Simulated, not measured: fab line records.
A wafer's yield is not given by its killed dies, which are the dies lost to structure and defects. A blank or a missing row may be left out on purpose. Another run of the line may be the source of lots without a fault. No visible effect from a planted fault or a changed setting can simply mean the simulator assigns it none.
Code-filled problem report in 8D (eight disciplines) form	flow n5 finfet	the parts of the form that need people (team, actions taken, sign-off) are left out

== 1. WHAT IS WRONG ==
Wafers without a fault read 105 s, standard deviation 7.6; time to endpoint s at N5_STI_FIN_REVEAL_CMP_04 reads a mean of 219 s on 3 wafers belonging to 3 lots. That puts it +15 standard deviations away from the usual mean.
The step: polishes, stops on Si3N4, t overpolish 4 s, target thk 131.83 nm.
First observed at day 5 17:02: wafer L475.2, on cmp-02. At this step, 30 wafers from 10 lots have a number in the record. Rule for "out" (also "out of limits"): further than 4 standard deviations from the usual mean. All remaining wafers that have a number are taken as sound.

== 2. WHAT IT IS; WHAT IT IS NOT ==
question	is	is not
which readings at this step	time to endpoint s	edge zone pressure frac, motor current A, overpolish run s, slurry filter dp kPa
which lots	L475, L476, L477	L464, L466, L469, L470, L479, L484, L485
which wafers of those lots	L475.2, L476.2, L477.4	L475.1, L475.3, L476.1, L476.3, L477.1, L477.3
read on which tools	cmp-02	cmp-01, cmp-04
when	from day 5 17:02	up to then (14 sound wafers); but 13 sound wafers of L476, L477, L479, L484, L485 came after

== 3. WHAT RULES OUT EACH SUSPECT ==
Counting: any tool at a process step up to the reading remains a suspect provided it ran every lot that is out. Sound lots after the first of them don't rule it out here, since some wafers of a struck lot are sound.
- cmp-02 at N5_STI_FIN_REVEAL_CMP_04 (polishes, stops on Si3N4, t overpolish 4 s, target thk 131.83 nm): kept. Every lot that is out went through it, the first being L475 (day 5 17:02); the last sound lot it ran before that was L470 (day 4 11:51). Out on those wafers are its own readings of time to endpoint s.
The count leaves cmp-02 at N5_STI_FIN_REVEAL_CMP_04.

== 4. THE CAUSE (what the simulator had put in) ==
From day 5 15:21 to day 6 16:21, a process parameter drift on cmp-02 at N5_STI_FIN_REVEAL_CMP_04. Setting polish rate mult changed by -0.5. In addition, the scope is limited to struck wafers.
After counting, this tool was the only one left.

== 5. SEQUENCE OF EFFECTS, ordered by route ==
Each row: a reading whose mean over the struck wafers that have a number lies more than 3 standard deviations from the usual. Scope: only readings with a usual standard deviation given in the record; hours: median across lots of the time from each lot's start at the first step in this table that gives one to its start at this step; sigmas: change in usual standard deviations.
hours	step	reading	usual	on struck wafers	change	sigmas
0	N5_STI_FIN_REVEAL_CMP_04	time to endpoint s	105 s	219	+114	+15
It contains these process steps:
- N5_STI_FIN_REVEAL_CMP_04: polishes, stops on Si3N4, t overpolish 4 s, target thk 131.83 nm.

== 6. HOW IT WOULD HAVE BEEN CAUGHT EARLIER ==
2 hours passed between the start of the fault at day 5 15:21 and the first reading out of limits in this record, taken at day 5 17:02.
